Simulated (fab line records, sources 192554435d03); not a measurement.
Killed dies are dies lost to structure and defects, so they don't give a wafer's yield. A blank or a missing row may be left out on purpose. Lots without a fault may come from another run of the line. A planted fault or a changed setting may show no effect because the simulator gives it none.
Problem report in the 8D (eight disciplines) form, filled by code | flow n5_finfet | the parts of the form that need people (team, actions taken, sign-off) are left out

1. THE PROBLEM
etch_rf_on_time_s at N5_MOL_CONTACT_COAG_ETCH_59 reads a mean of 7.8 s on 3 wafers of 2 lots; wafers without a fault read 10.3 s with a standard deviation of 0.39. That is -6.4 standard deviations from the usual mean.
The step: etches underlayer in N2/H2, target depth 13 nm, time 10.4 s.
First seen on wafer L797.2, day 6 10:52, on rie_diel-01. The record holds 29 wafers of 10 lots with a number at this step. Rule for "out", or "out of limits": more than 4 standard deviations from the usual mean. The other wafers with a number count as sound.

2. WHAT IT IS AND WHAT IT IS NOT
question                    | is                     | is not
which readings at this step | etch_rf_on_time_s      | drypump_motor_current_A, rf_vpp_V, showerhead_plenum_p_Torr
which lots                  | L797, L802             | L791, L796, L803, L806, L807, L811, L812, L813
which wafers of those lots  | L797.2, L802.2, L802.6 | L797.1, L797.5, L802.5
read on which tools         | rie_diel-01            | rie_diel-04, rie_diel-06
when                        | from day 6 10:52       | up to then (7 sound wafers); but 19 sound wafers of L802, L803, L806, L807, L811, L812, L813 came after

3. SUSPECTS, AND WHAT RULES EACH OUT
Counting: a tool at a process step up to the reading stays a suspect if it ran every lot that is out. Sound lots after the first of them don't rule it out here, since some wafers of a struck lot are sound.
- rie_diel-01 at N5_MOL_CONTACT_COAG_ETCH_59 (etches underlayer in N2/H2, target depth 13 nm, time 10.4 s): kept. It ran every lot that is out, first L797 (day 6 10:52); its last sound lot up to then is L796 (day 6 10:15). Its own readings are out on those wafers: etch_rf_on_time_s.
Left after counting: rie_diel-01 at N5_MOL_CONTACT_COAG_ETCH_59.

4. THE CAUSE (what the simulator had put in)
Process parameter drift: rie_diel-01, from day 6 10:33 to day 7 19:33, at N5_MOL_CONTACT_COAG_ETCH_59. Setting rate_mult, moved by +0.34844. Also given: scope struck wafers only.
Counting left only this tool.

5. THE CHAIN OF EFFECTS, in route order
Each row: a reading whose mean over the struck wafers that have a number lies more than 3 standard deviations from the usual. Only readings for which the record gives a usual standard deviation are gone through. hours: the time from each lot's start at the first step in this table that gives one to its start at this step, as a median over the lots. sigmas: the change in usual standard deviations.
hours | step                        | reading           | usual  | on struck wafers | change | sigmas
0     | N5_MOL_CONTACT_COAG_ETCH_59 | etch_rf_on_time_s | 10.3 s | 7.8              | -2.5   | -6.4
The process steps in it:
- N5_MOL_CONTACT_COAG_ETCH_59: etches underlayer in N2/H2, target depth 13 nm, time 10.4 s.
Later measuring or inspecting steps at which every struck wafer that the step has a row for has a number for every such reading, and none has moved that far: N5_BEOL_M4_RC_MEAS_101.

6. WHAT WOULD HAVE CAUGHT IT SOONER
In this record the first reading out of limits was taken at day 6 10:52, 0 hours after the fault began at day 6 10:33.
